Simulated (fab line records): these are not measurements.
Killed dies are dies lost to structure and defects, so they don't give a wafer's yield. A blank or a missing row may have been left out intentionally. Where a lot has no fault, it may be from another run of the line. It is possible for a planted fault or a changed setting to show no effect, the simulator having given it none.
fab line records + flow nand_harc
[record]
- lots = 13
- wafers = 38
- last_day = 33
route steps=1302 shown P_M1@299 THIN_TSV@1267 END@1302
lots untouched by any fault: they come from a run of this same line in which no faults occurred
start_h: the number of hours between the record's first day and the start of the first shown wafer of the lot + wait_h: hours since the lot's step before + " the same as in the row above + L1.1+2: a row that stands for several wafers + - either no value or no given start + * or withheld: withheld + < > ~ a bound
route shown NAME@n: names a module that has steps shown in the file, with the first one's number in the route + usual: mean and standard deviation over wafers with no fault + same: alike in all rows + chamber/n: place in a boat + sites: each site's reading + _std_site: their standard deviation + _edge_site: the outer-site mean with the inner-site mean subtracted + radius_mm: for every site, how far away it sits from the centre of the wafer + mask NAME#n: copy n + behind: the tool/chamber that last shaped the wafer + hold: reason for holding the lot/hours on hold/outcome of the hold + device: transistor that didn't switch, given as n, p or np + end of line: at the end of the route, the tests of the same wafers + a step given without rows: its recipe and nothing more + killed: count of dies lost to structure and defects at first sort (not the wafer's yield) + map: dies across one wafer; x = killed, . = not, _ = none there
set.NAME: setting as actually run; set.NAME@STEP: the setting as run at that earlier step + model.NAME: the simulator's own value behind a step, which no gauge read
one table for each step of the route and one row for each wafer, over a sample of lots
services: a tool's chamber out of use, with start hour (start_h, from the record's first day; less than 0 if before it), hours out, and reason
[[steps]]
[step NHARC_P_M1_ETCH_35]
[recipe]
- target_depth_a = 400
- overetch_a = 120
- time_s = 43.94
- ion_energy_ev = 200
- n2_flow_sccm = 150
- h2_flow_sccm = 150
- ar_flow_sccm = 0
- rf_w = 400
- bias_w = 150
- chemistry = N2/H2
[usual]
- drypump_motor_current_A = 5.89/0.3
- oes_product_au = 1.004/0.011
- rf_vpp_V = 429.1/1.7
- showerhead_plenum_p_Torr = 1.99/0.056
- throttle_valve_pct = 14.171/0.01
| lot.wafer | tool        | chamber | start_h | wait_h | drypump_motor_current_A | oes_product_au | rf_hours_counter_h | rf_vpp_V | showerhead_plenum_p_Torr | throttle_valve_pct |
|-----------|-------------|---------|---------|--------|-------------------------|----------------|--------------------|----------|--------------------------|--------------------|
| L245.2    | rie_diel-11 | 0       | 141.20  | 0.1    | 6.06                    | 1.002          | 5                  | 429.5    | 1.95                     | 14.169             |
| L245.1    | "           | 2       | "       | "      | 5.67                    | 1.007          | 6                  | 428.6    | 2.00                     | 14.172             |
| L245.4    | "           | 0       | "       | "      | 6.04                    | 1.002          | -                  | 429.2    | 1.95                     | 14.163             |
| L247.3    | rie_diel-11 | 3       | 166.49  | 0.1    | 5.78                    | 1.012          | 8                  | 429.5    | 2.01                     | 14.178             |
| L247.1    | "           | 2       | "       | "      | 5.67                    | 1.012          | 8                  | 430.2    | 2.00                     | 14.174             |
| L247.5    | "           | 3       | "       | "      | 5.77                    | 1.013          | -                  | 428.2    | 2.01                     | 14.162             |
| L246.3    | rie_diel-07 | 0       | 168.40  | 0.1    | 5.30                    | 0.999          | 3                  | 427.1    | 1.89                     | 14.193             |
| L246.4    | "           | 1       | "       | "      | 5.94                    | 1.004          | 3                  | 427.9    | 1.98                     | 14.194             |
| L246.2    | "           | 2       | "       | "      | 6.29                    | 0.985          | 4                  | 430.3    | 2.02                     | 14.172             |
| L248.1    | rie_diel-07 | 2       | 184.00  | 0.1    | 6.26                    | 0.996          | 6                  | 429.3    | 2.02                     | 14.189             |
| L248.2    | "           | 0       | "       | "      | 5.29                    | 1.000          | 5                  | 425.6    | 1.89                     | 14.157             |
| L248.4    | "           | 1       | "       | "      | 5.93                    | 1.000          | 5                  | 427.4    | 1.98                     | 14.164             |
| L249.1    | rie_diel-07 | 2       | 184.69  | 0.1    | 6.29                    | 0.993          | 6                  | 429.7    | 2.02                     | 14.158             |
| L249.2    | "           | 3       | "       | "      | 6.14                    | 1.004          | 6                  | 431.4    | 2.05                     | 14.167             |
| L249.3    | "           | 1       | "       | "      | 5.96                    | 1.007          | 5                  | 429.3    | 1.98                     | 14.159             |
| L254.1    | rie_diel-07 | 1       | 235.51  | 0.1    | 5.91                    | 1.004          | 8                  | 427.8    | 1.98                     | 14.167             |
| L254.4    | "           | 3       | "       | "      | 6.16                    | 1.007          | 8                  | 431.3    | 2.04                     | 14.166             |
| L255.4    | rie_diel-11 | 3       | 239.57  | 0.1    | 5.76                    | 1.012          | 14                 | 429.3    | 2.01                     | 14.181             |
| L255.1    | "           | 0       | "       | "      | 6.01                    | 0.994          | 14                 | 427.7    | 1.95                     | 14.160             |
| L255.3    | "           | 1       | "       | "      | 5.97                    | 0.985          | 11                 | 429.5    | 2.00                     | 14.182             |
| L257.4    | rie_diel-11 | 2       | 276.60  | 0.1    | 5.64                    | 1.006          | 1                  | 428.7    | 2.00                     | 14.162             |
| L257.6    | "           | 2       | "       | "      | 5.65                    | 1.012          | -                  | 429.2    | 2.00                     | 14.195             |
| L257.5    | "           | 3       | "       | "      | 5.76                    | 1.000          | -                  | 428.8    | 2.01                     | 14.176             |
| L258.1    | rie_diel-09 | 3       | 278.50  | 0.1    | 5.69                    | 0.991          | 40                 | 434.8    | 2.15                     | 14.170             |
| L258.4    | "           | 2       | "       | "      | 5.83                    | 1.006          | 45                 | 430.7    | 2.06                     | 14.170             |
| L258.5    | "           | 0       | "       | "      | 6.20                    | 0.996          | -                  | 427.5    | 1.92                     | 14.187             |
| L259.2    | rie_diel-11 | 1       | 288.26  | 0.1    | 5.94                    | 0.994          | 2                  | 431.4    | 2.00                     | 14.161             |
| L259.4    | "           | 2       | "       | "      | 5.67                    | 1.008          | 2                  | 429.6    | 2.00                     | 14.150             |
| L259.5    | "           | 0       | "       | "      | 6.06                    | 1.010          | -                  | 427.6    | 1.94                     | 14.166             |
| L260.4    | rie_diel-11 | 0       | 294.26  | 0.1    | 6.08                    | 1.000          | 3                  | 427.7    | 1.94                     | 14.169             |
| L260.2    | "           | 1       | "       | "      | 5.91                    | 0.983          | 3                  | 428.4    | 2.00                     | 14.173             |
| L260.5    | "           | 0       | "       | "      | 6.05                    | 1.007          | -                  | 429.3    | 1.94                     | 14.172             |
| L263.4    | rie_diel-11 | 0       | 325.33  | 0.1    | 6.06                    | 1.024          | 5                  | 427.8    | 1.94                     | 14.172             |
| L263.2    | "           | 2       | "       | "      | 5.64                    | 1.017          | 6                  | 429.4    | 2.00                     | 14.198             |
| L263.3    | "           | 3       | "       | "      | 5.75                    | 1.021          | 6                  | 430.6    | 2.01                     | 14.170             |
| L265.1    | rie_diel-11 | 1       | 342.89  | 0.1    | 5.96                    | 0.991          | 7                  | 429.8    | 2.00                     | 14.172             |
| L265.3    | "           | 3       | "       | "      | 5.74                    | 1.013          | 7                  | 429.6    | 2.01                     | 14.166             |
| L265.2    | "           | 0       | "       | "      | 6.04                    | 1.010          | 7                  | 428.4    | 1.94                     | 14.169             |
[step NHARC_THIN_TSV_DEP_47]
[recipe]
- target_thk_a = 2000
- temp_c = withheld
- pressure_torr = 6.5
- rf_w = 900
- teos_flow_sccm = 161.4
- flow_sccm = 2650
- target_thk_nm = 200
- gas = O2
- material = SiO2
[usual]
- throttle_valve_pct = 15.9/0.5
| lot.wafer | tool     | chamber | start_h | wait_h | throttle_valve_pct |
|-----------|----------|---------|---------|--------|--------------------|
| L245.1    | pecvd-04 | 0       | 567.00  | -      | 16.8               |
| L245.2    | "        | 2       | "       | "      | 15.1               |
| L245.4    | "        | 2       | "       | "      | 14.8               |
| L247.1    | pecvd-04 | 0       | 599.86  | -      | 16.4               |
| L247.3    | "        | 2       | "       | "      | 15.1               |
| L247.5    | "        | 2       | "       | "      | 15.0               |
| L249.2    | pecvd-01 | 2       | 618.49  | -      | 16.1               |
| L249.3    | "        | 0       | "       | "      | 15.4               |
| L249.1    | "        | 1       | "       | "      | 15.9               |
| L248.1    | pecvd-03 | 1       | 619.79  | -      | 15.6               |
| L248.2    | "        | 0       | "       | "      | 16.0               |
| L248.4    | "        | 0       | "       | "      | 16.1               |
| L246.3    | pecvd-03 | 2       | 625.19  | -      | 15.7               |
| L246.2    | "        | 0       | "       | "      | 16.0               |
| L246.4    | "        | 2       | "       | "      | 15.5               |
| L255.3    | pecvd-03 | 2       | 653.67  | -      | 15.9               |
| L255.1    | "        | 0       | "       | "      | 16.4               |
| L255.4    | "        | 2       | "       | "      | 15.9               |
| L254.1    | pecvd-01 | 2       | 654.81  | -      | 16.1               |
| L254.4    | "        | 0       | "       | "      | 15.8               |
| L257.5    | pecvd-03 | 0       | 695.37  | -      | 16.3               |
| L257.6    | "        | 1       | "       | "      | 15.6               |
| L257.4    | "        | 2       | "       | "      | 15.9               |
| L258.1    | pecvd-03 | 0       | 696.53  | -      | 16.0               |
| L258.4    | "        | 1       | "       | "      | 15.7               |
| L258.5    | "        | 0       | "       | "      | 16.0               |
| L260.2    | pecvd-03 | 0       | 711.98  | -      | 16.4               |
| L260.4    | "        | 1       | "       | "      | 15.6               |
| L260.5    | "        | 2       | "       | "      | 15.8               |
| L259.2    | pecvd-04 | 1       | 727.49  | -      | 16.2               |
| L259.4    | "        | 1       | "       | "      | 16.1               |
| L259.5    | "        | 0       | "       | "      | 16.6               |
| L263.3    | pecvd-01 | 0       | 768.34  | -      | 15.6               |
| L263.2    | "        | 1       | "       | "      | 15.8               |
| L263.4    | "        | 0       | "       | "      | 15.9               |
| L265.3    | pecvd-04 | 1       | 780.26  | -      | 16.4               |
| L265.1    | "        | 2       | "       | "      | 15.3               |
| L265.2    | "        | 0       | "       | "      | 16.8               |
[step NHARC_THIN_TSV_PVD_19]
[recipe]
- target_thk_a = 200
- chamber_pressure_pa = 5
- material = TaN
[usual]
- throttle_valve_pct = 30.0/0.94
| lot.wafer | tool           | chamber | start_h | wait_h | throttle_valve_pct |
|-----------|----------------|---------|---------|--------|--------------------|
| L245.1    | pvd_sputter-02 | -       | -       | -      | 29.7               |
| L245.4    | "              | -       | "       | "      | 28.8               |
| L245.2    | "              | -       | "       | "      | 28.3               |
| L247.1    | pvd_sputter-02 | -       | -       | -      | 28.9               |
| L247.3    | "              | -       | "       | "      | 28.1               |
| L247.5    | "              | -       | "       | "      | 28.5               |
| L249.2    | pvd_sputter-01 | -       | -       | -      | 29.8               |
| L249.1    | "              | -       | "       | "      | 31.2               |
| L249.3    | "              | -       | "       | "      | 29.9               |
| L248.1    | pvd_sputter-02 | -       | -       | -      | 29.8               |
| L248.4    | "              | -       | "       | "      | 29.1               |
| L248.2    | "              | -       | "       | "      | 28.4               |
| L246.2    | pvd_sputter-02 | -       | -       | -      | 28.9               |
| L246.4    | "              | -       | "       | "      | 27.9               |
| L246.3    | "              | -       | "       | "      | 30.7               |
| L255.4    | pvd_sputter-01 | -       | -       | -      | 29.1               |
| L255.3    | "              | -       | "       | "      | 29.8               |
| L255.1    | "              | -       | "       | "      | 31.0               |
| L254.4    | pvd_sputter-02 | -       | -       | -      | 29.5               |
| L254.1    | "              | -       | "       | "      | 27.7               |
| L257.4    | pvd_sputter-03 | -       | -       | -      | 31.3               |
| L257.6    | "              | -       | "       | "      | 30.6               |
| L257.5    | "              | -       | "       | "      | 30.5               |
| L258.1    | pvd_sputter-03 | -       | -       | -      | 30.4               |
| L258.4    | "              | -       | "       | "      | 30.3               |
| L258.5    | "              | -       | "       | "      | 30.3               |
| L260.4    | pvd_sputter-01 | -       | -       | -      | 29.7               |
| L260.2    | "              | -       | "       | "      | 28.8               |
| L260.5    | "              | -       | "       | "      | 29.8               |
| L259.2    | pvd_sputter-01 | -       | -       | -      | 31.3               |
| L259.4    | "              | -       | "       | "      | 29.1               |
| L259.5    | "              | -       | "       | "      | 31.3               |
| L263.3    | pvd_sputter-03 | -       | -       | -      | 30.5               |
| L263.2    | "              | -       | "       | "      | 30.2               |
| L263.4    | "              | -       | "       | "      | 31.6               |
| L265.2    | pvd_sputter-03 | -       | -       | -      | 31.6               |
| L265.1    | "              | -       | "       | "      | 30.3               |
| L265.3    | "              | -       | "       | "      | 30.7               |
[step NHARC_THIN_TSV_DEGAS_53]
[recipe]
- temp_c = 300
- time_s = 60
[usual]
- heater_power_w = 450/54
| lot.wafer | tool           | chamber | start_h | wait_h | heater_power_w |
|-----------|----------------|---------|---------|--------|----------------|
| L245.4    | pvd_sputter-03 | -       | 569.92  | 0.1    | 350            |
| L245.2    | "              | -       | "       | "      | 437            |
| L245.1    | "              | -       | "       | "      | 464            |
| L247.1    | pvd_sputter-01 | -       | 602.88  | 0.1    | 424            |
| L247.3    | "              | -       | "       | "      | 505            |
| L247.5    | "              | -       | "       | "      | 448            |
| L249.2    | pvd_sputter-02 | -       | 621.42  | 0.1    | 461            |
| L249.1    | "              | -       | "       | "      | 425            |
| L249.3    | "              | -       | "       | "      | 438            |
| L248.1    | pvd_sputter-03 | -       | 622.72  | 0.1    | 455            |
| L248.2    | "              | -       | "       | "      | 440            |
| L248.4    | "              | -       | "       | "      | 434            |
| L246.4    | pvd_sputter-03 | -       | 628.48  | 0.1    | 431            |
| L246.3    | "              | -       | "       | "      | 445            |
| L246.2    | "              | -       | "       | "      | 347            |
| L255.1    | pvd_sputter-03 | -       | 660.04  | 0.1    | 353            |
| L255.3    | "              | -       | "       | "      | 466            |
| L255.4    | "              | -       | "       | "      | 446            |
| L254.4    | pvd_sputter-01 | -       | 660.65  | 0.1    | 534            |
| L254.1    | "              | -       | "       | "      | 501            |
| L257.4    | pvd_sputter-01 | -       | 698.14  | 0.1    | 401            |
| L257.5    | "              | -       | "       | "      | 418            |
| L257.6    | "              | -       | "       | "      | 430            |
| L258.4    | pvd_sputter-03 | -       | 699.40  | 0.1    | 442            |
| L258.1    | "              | -       | "       | "      | 431            |
| L258.5    | "              | -       | "       | "      | 438            |
| L260.4    | pvd_sputter-01 | -       | 714.99  | 0.1    | 434            |
| L260.2    | "              | -       | "       | "      | 541            |
| L260.5    | "              | -       | "       | "      | 422            |
| L259.4    | pvd_sputter-01 | -       | 730.52  | 0.1    | 412            |
| L259.2    | "              | -       | "       | "      | 506            |
| L259.5    | "              | -       | "       | "      | 429            |
| L263.2    | pvd_sputter-01 | -       | 771.52  | 0.1    | 407            |
| L263.4    | "              | -       | "       | "      | 423            |
| L263.3    | "              | -       | "       | "      | 488            |
| L265.3    | pvd_sputter-03 | -       | 783.22  | 0.1    | 431            |
| L265.1    | "              | -       | "       | "      | 448            |
| L265.2    | "              | -       | "       | "      | 348            |
[step NHARC_END_SORT_01]
[recipe]
- temp_c = 25
[usual]
- defect_limited_yield = 91/3
- killed_at_array = 56/21
- killed_at_other = 0.8/1
- killed_at_periphery = 3.6/2.8
- killed_dies = 60/20
- killed_open = 3.2/1.9
- killed_short = 2.4/1.6
[same]
- gross_dies = 677
| lot.wafer | tool      | chamber | start_h | wait_h | defect_limited_yield[%] | killed_at_array | killed_at_other | killed_at_periphery | killed_dies | killed_open | killed_short |
|-----------|-----------|---------|---------|--------|-------------------------|-----------------|-----------------|---------------------|-------------|-------------|--------------|
| L249.1    | prober-01 | 0       | 631.56  | 2.4    | 92                      | 50              | 1               | 2                   | 53          | 3           | 0            |
| L249.2    | prober-01 | 0       | 632.35  | 2.8    | 88                      | 78              | 0               | 2                   | 80          | 5           | 4            |
| L249.3    | prober-01 | 0       | 633.15  | 3.1    | 89                      | 72              | 2               | 2                   | 76          | 1           | 2            |
| L248.1    | prober-02 | 0       | 631.60  | 2.5    | 92                      | 52              | 0               | 0                   | 52          | 3           | 0            |
| L248.2    | prober-02 | 0       | 632.40  | 2.8    | 90                      | 63              | 1               | 4                   | 68          | 3           | 7            |
| L248.4    | prober-02 | 0       | 634.00  | 3.4    | 93                      | 48              | 0               | 2                   | 50          | 3           | 0            |
| L254.1    | prober-01 | 0       | 670.98  | 2.5    | 79                      | 48              | 2               | 89                  | 139         | 3           | 1            |
| L254.4    | prober-01 | 0       | 673.38  | 3.4    | 91                      | 54              | 1               | 9                   | 64          | 7           | 1            |
| L255.1    | prober-02 | 0       | 671.00  | 2.5    | 96                      | 25              | 2               | 3                   | 30          | 3           | 2            |
| L255.3    | prober-02 | 0       | 672.59  | 3.1    | 93                      | 37              | 3               | 10                  | 50          | 6           | 0            |
| L255.4    | prober-02 | 0       | 673.38  | 3.4    | 92                      | 46              | 1               | 8                   | 55          | 4           | 1            |
| L258.1    | prober-02 | 0       | 708.46  | 2.5    | 96                      | 21              | 0               | 5                   | 26          | 6           | 2            |
| L258.4    | prober-02 | 0       | 710.83  | 3.4    | 96                      | 23              | 0               | 2                   | 25          | 1           | 1            |
| L258.5    | prober-02 | 0       | 711.62  | 3.7    | 95                      | 32              | 1               | 2                   | 35          | 2           | 4            |
| L257.4    | prober-01 | 0       | 710.75  | 3.4    | 91                      | 57              | 0               | 2                   | 59          | 2           | 0            |
| L257.5    | prober-01 | 0       | 711.54  | 3.7    | 84                      | 104             | 0               | 5                   | 109         | 1           | 1            |
| L257.6    | prober-01 | 0       | 712.33  | 4.0    | 86                      | 90              | 1               | 4                   | 95          | 3           | 2            |
| L263.2    | prober-02 | 0       | 783.74  | 2.8    | 94                      | 39              | 3               | 0                   | 42          | 2           | 4            |
| L263.3    | prober-02 | 0       | 784.53  | 3.1    | 93                      | 47              | 2               | 1                   | 50          | 5           | 0            |
| L263.4    | prober-02 | 0       | 785.31  | 3.4    | 93                      | 45              | 1               | 0                   | 46          | 1           | 5            |
| L265.1    | prober-01 | 0       | 792.44  | 2.5    | 93                      | 42              | 0               | 6                   | 48          | 5           | 5            |
| L265.2    | prober-01 | 0       | 793.25  | 2.8    | 91                      | 50              | 0               | 10                  | 60          | 1           | 1            |
| L265.3    | prober-01 | 0       | 794.06  | 3.1    | 95                      | 33              | 0               | 4                   | 37          | 1           | 2            |
// killed by level:class
L249.1 A_CHANNEL_HOLE_D1:chamber_film_flake=26 A_SLIT:chamber_film_flake=17 P_ZERO_WELL:chamber_film_flake=2 A_ONON_D1:geometric_particle:open=1 A_ONON_D2:geometric_particle:open=1 A_WL_FILL:geometric_particle:open=1 A_ZERO_WELL:chamber_film_flake=1 A_CHANNEL_FILL_D1:chamber_film_flake=1
L248.1 A_CHANNEL_HOLE_D2:chamber_film_flake=35 A_CHANNEL_FILL_D2:chamber_film_flake=7 A_CONTACT:chamber_film_flake=2 A_STAIRCASE:chamber_film_flake=2 A_CHANNEL_HOLE_D1:geometric_particle:open=1 A_ONON_D2:geometric_particle:open=1 A_M0:geometric_particle:open=1 A_CHANNEL_HOLE_D1:chamber_film_flake=1
L249.2 A_CHANNEL_HOLE_D1:chamber_film_flake=35 A_SLIT:chamber_film_flake=22 A_CHANNEL_HOLE_D2:chamber_film_flake=11 A_ONON_D1:geometric_particle:open=3 A_M1:chamber_film_flake=2 P_CONTACT:geometric_particle:open=1 P_M0:geometric_particle:open=1 A_DECK1_JOINT:geometric_particle:short=1
L248.2 A_CHANNEL_HOLE_D2:chamber_film_flake=39 A_SLIT:chamber_film_flake=4 A_CHANNEL_FILL_D2:chamber_film_flake=3 A_CHANNEL_HOLE_D1:geometric_particle:short=2 A_WL_FILL:geometric_particle:open=2 A_DECK1_JOINT:chamber_film_flake=2 A_CONTACT:chamber_film_flake=2 A_WL_FILL:chamber_film_flake=2
L249.3 A_CHANNEL_HOLE_D1:chamber_film_flake=35 A_SLIT:chamber_film_flake=19 A_CHANNEL_HOLE_D2:chamber_film_flake=11 A_CONTACT:chamber_film_flake=2 A_M1:chamber_film_flake=2 THIN_TSV:chamber_film_flake=2 P_GATE:geometric_particle:short=1 P_CONTACT:geometric_particle:short=1
L248.4 A_CHANNEL_HOLE_D2:chamber_film_flake=34 A_CHANNEL_FILL_D2:chamber_film_flake=3 A_CONTACT:chamber_film_flake=3 A_CHANNEL_HOLE_D1:chamber_film_flake=2 A_ONON_D2:geometric_particle:open=1 A_CONTACT:geometric_particle:open=1 A_M0:geometric_particle:open=1 P_STI:chamber_film_flake=1
L254.1 P_M1:unspecified=78 A_SLIT:chamber_film_flake=24 A_CHANNEL_HOLE_D2:chamber_film_flake=10 P_CONTACT:chamber_film_flake=7 A_CHANNEL_HOLE_D1:chamber_film_flake=6 P_BONDPAD:chamber_film_flake=3 THIN_TSV:chamber_film_flake=2 A_CONTACT:chamber_film_flake=2
L255.1 A_CHANNEL_HOLE_D2:chamber_film_flake=7 A_CHANNEL_HOLE_D1:chamber_film_flake=3 A_BONDPAD:chamber_film_flake=3 A_STAIRCASE:chamber_film_flake=2 A_SLIT:chamber_film_flake=2 A_CONTACT:chamber_film_flake=2 A_BLC:chamber_film_flake=2 P_CONTACT:geometric_particle:open=1
L255.3 A_CHANNEL_HOLE_D2:chamber_film_flake=16 P_BONDPAD:chamber_film_flake=7 A_BLC:chamber_film_flake=4 A_CHANNEL_HOLE_D1:chamber_film_flake=3 A_SLIT:chamber_film_flake=3 P_M0:geometric_particle:open=2 A_CONTACT:chamber_film_flake=2 A_BONDPAD:chamber_film_flake=2
L254.4 A_SLIT:chamber_film_flake=22 A_CHANNEL_HOLE_D2:chamber_film_flake=13 A_CHANNEL_HOLE_D1:chamber_film_flake=5 A_CONTACT:chamber_film_flake=5 P_CONTACT:chamber_film_flake=4 P_BONDPAD:chamber_film_flake=4 A_ONON_D2:geometric_particle:open=2 P_M0:geometric_particle:open=1
L255.4 A_CHANNEL_HOLE_D2:chamber_film_flake=17 A_CHANNEL_HOLE_D1:chamber_film_flake=5 A_CONTACT:chamber_film_flake=5 A_BLC:chamber_film_flake=5 A_BONDPAD:chamber_film_flake=5 P_GATE:geometric_particle:open=2 P_GATE:chamber_film_flake=2 P_BONDPAD:chamber_film_flake=2
L258.1 A_CHANNEL_HOLE_D1:chamber_film_flake=4 A_CHANNEL_FILL_D2:chamber_film_flake=3 A_STAIRCASE:chamber_film_flake=3 A_ONON_D2:geometric_particle:open=2 P_GATE:chamber_film_flake=2 A_SLIT:chamber_film_flake=2 A_CONTACT:chamber_film_flake=2 P_STI:geometric_particle:short=1
L257.4 A_CHANNEL_HOLE_D1:chamber_film_flake=24 A_SLIT:chamber_film_flake=14 A_CHANNEL_HOLE_D2:chamber_film_flake=8 A_STAIRCASE:chamber_film_flake=8 P_M2:geometric_particle:open=1 A_ONON_D1:geometric_particle:open=1 P_M1:chamber_film_flake=1 A_DECK1_JOINT:chamber_film_flake=1
L258.4 A_CHANNEL_HOLE_D1:chamber_film_flake=11 A_ZERO_WELL:chamber_film_flake=3 P_STI:chamber_film_flake=2 A_STAIRCASE:chamber_film_flake=2 A_M0:geometric_particle:short=1 A_M1:geometric_particle:open=1 A_CHANNEL_FILL_D1:chamber_film_flake=1 A_CHANNEL_FILL_D2:chamber_film_flake=1
L257.5 A_SLIT:chamber_film_flake=42 A_CHANNEL_HOLE_D1:chamber_film_flake=37 A_CHANNEL_HOLE_D2:chamber_film_flake=11 A_STAIRCASE:chamber_film_flake=8 P_GATE:chamber_film_flake=2 A_CONTACT:chamber_film_flake=2 A_CHANNEL_HOLE_D2:geometric_particle:short=1 A_CHANNEL_FILL_D2:geometric_particle:open=1
L258.5 A_CHANNEL_HOLE_D1:chamber_film_flake=12 A_STAIRCASE:chamber_film_flake=3 A_CONTACT:chamber_film_flake=3 A_DECK1_JOINT:chamber_film_flake=2 A_SLIT:chamber_film_flake=2 A_WL_FILL:chamber_film_flake=2 A_ONON_D1:geometric_particle:short=1 A_ONON_D1:geometric_particle:open=1
L257.6 A_CHANNEL_HOLE_D1:chamber_film_flake=31 A_SLIT:chamber_film_flake=29 A_CHANNEL_HOLE_D2:chamber_film_flake=19 A_STAIRCASE:chamber_film_flake=4 P_ZERO_WELL:chamber_film_flake=2 A_ONON_D1:geometric_particle:open=1 A_CHANNEL_HOLE_D1:geometric_particle:short=1 A_DECK1_JOINT:geometric_particle:open=1
L263.2 A_CHANNEL_HOLE_D2:chamber_film_flake=18 A_SLIT:chamber_film_flake=7 A_CHANNEL_HOLE_D1:unspecified=3 A_CONTACT:chamber_film_flake=3 THIN_TSV:chamber_film_flake=3 A_WL_FILL:geometric_particle:short=2 A_CHANNEL_HOLE_D1:chamber_film_flake=2 A_CHANNEL_HOLE_D1:geometric_particle:open=1
L263.3 A_CHANNEL_HOLE_D2:chamber_film_flake=20 A_SLIT:chamber_film_flake=14 A_CONTACT:chamber_film_flake=5 A_CHANNEL_FILL_D1:geometric_particle:open=2 A_DECK1_JOINT:geometric_particle:open=2 A_CHANNEL_HOLE_D1:unspecified=2 THIN_TSV:chamber_film_flake=2 A_M0:geometric_particle:open=1
L263.4 A_CHANNEL_HOLE_D2:chamber_film_flake=24 A_SLIT:chamber_film_flake=11 A_SOURCE_PLATE:geometric_particle:short=1 A_ONON_D1:geometric_particle:short=1 A_CHANNEL_HOLE_D1:geometric_particle:short=1 A_DECK1_JOINT:geometric_particle:short=1 A_DECK1_JOINT:geometric_particle:open=1 A_SGD_CUT:geometric_particle:short=1
L265.1 A_SLIT:chamber_film_flake=24 A_M1:chamber_film_flake=5 A_M0:geometric_particle:short=3 P_STI:chamber_film_flake=3 P_CONTACT:geometric_particle:open=1 P_M0:geometric_particle:short=1 A_ONON_D1:geometric_particle:open=1 A_ONON_D2:geometric_particle:short=1
L265.2 A_SLIT:chamber_film_flake=34 P_STI:chamber_film_flake=9 A_M1:chamber_film_flake=7 A_CHANNEL_HOLE_D1:chamber_film_flake=2 A_WL_FILL:chamber_film_flake=2 P_CONTACT:geometric_particle:open=1 A_ONON_D2:geometric_particle:short=1 A_ZERO_WELL:chamber_film_flake=1
L265.3 A_SLIT:chamber_film_flake=26 A_M1:chamber_film_flake=3 P_STI:chamber_film_flake=3 A_CHANNEL_FILL_D2:geometric_particle:short=1 A_WL_FILL:geometric_particle:short=1 A_WL_FILL:geometric_particle:open=1 P_M2:chamber_film_flake=1 A_CONTACT:chamber_film_flake=1
[[services]]
| tool           | chamber | start_h | hours | kind   |
|----------------|---------|---------|-------|--------|
| rie_diel-11    | 1       | 117.76  | 32.7  | repair |
| rie_diel-11    | 3       | 138.14  | 3.9   | repair |
| rie_diel-11    | 1       | 156.06  | 9.9   | repair |
| rie_diel-11    | -       | 164.17  | 0.9   | repair |
| pvd_sputter-03 | -       | 170.00  | 10.0  | pm     |
| rie_diel-11    | 0       | 189.51  | 6.1   | repair |
| pvd_sputter-01 | -       | 201.51  | 0.7   | repair |
| rie_diel-11    | 3       | 207.32  | 2.9   | repair |
| pvd_sputter-01 | -       | 226.00  | 10.0  | pm     |
| rie_diel-11    | -       | 229.24  | 2.5   | repair |
| rie_diel-11    | -       | 255.50  | 9.0   | pm     |
| pvd_sputter-03 | -       | 348.00  | 10.0  | pm     |
| rie_diel-11    | 1       | 358.73  | 6.7   | repair |
| pvd_sputter-01 | -       | 404.00  | 10.0  | pm     |
| rie_diel-11    | -       | 407.45  | 0.3   | repair |
| rie_diel-11    | 2       | 419.31  | 3.0   | repair |
| rie_diel-11    | -       | 432.50  | 9.0   | pm     |
| rie_diel-11    | 2       | 496.50  | 5.4   | repair |
| pvd_sputter-03 | -       | 526.00  | 10.0  | pm     |
| pvd_sputter-03 | -       | 577.63  | 2.5   | repair |
| pvd_sputter-01 | -       | 582.00  | 10.0  | pm     |
| pvd_sputter-03 | -       | 704.00  | 10.0  | pm     |
| pvd_sputter-03 | -       | 756.56  | 3.1   | repair |
| pvd_sputter-01 | -       | 760.00  | 10.0  | pm     |
[[key]]
[first_sign]
- step = NHARC_END_SORT_01
- reading = killed_at_periphery
- direction = up
- sigmas = 31
- usual = 3.6
- struck = 89
[effect]
- step = NHARC_END_SORT_01
- reading = defect_limited_yield
- direction = down
- sigmas = 3.8
- usual = 91
- struck = 79
[more_kills_born_at]
- NHARC_P_M1_ETCH_35@rie_diel-07 = 78
met_at NHARC_P_M1_ETCH_35
struck_lots L254
struck_wafers L254.1
not_acting_at NHARC_THIN_TSV_DEP_47,NHARC_THIN_TSV_PVD_19,NHARC_THIN_TSV_DEGAS_53
onset_between 184.69 235.51
[fault]
- kind = chamber_particle_source
- tool = rie_diel-07
- chamber = 1
- onset_h = 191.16
- steps = NHARC_P_M1_ETCH_35
- rate_per_visit_cm2 = 2.0831
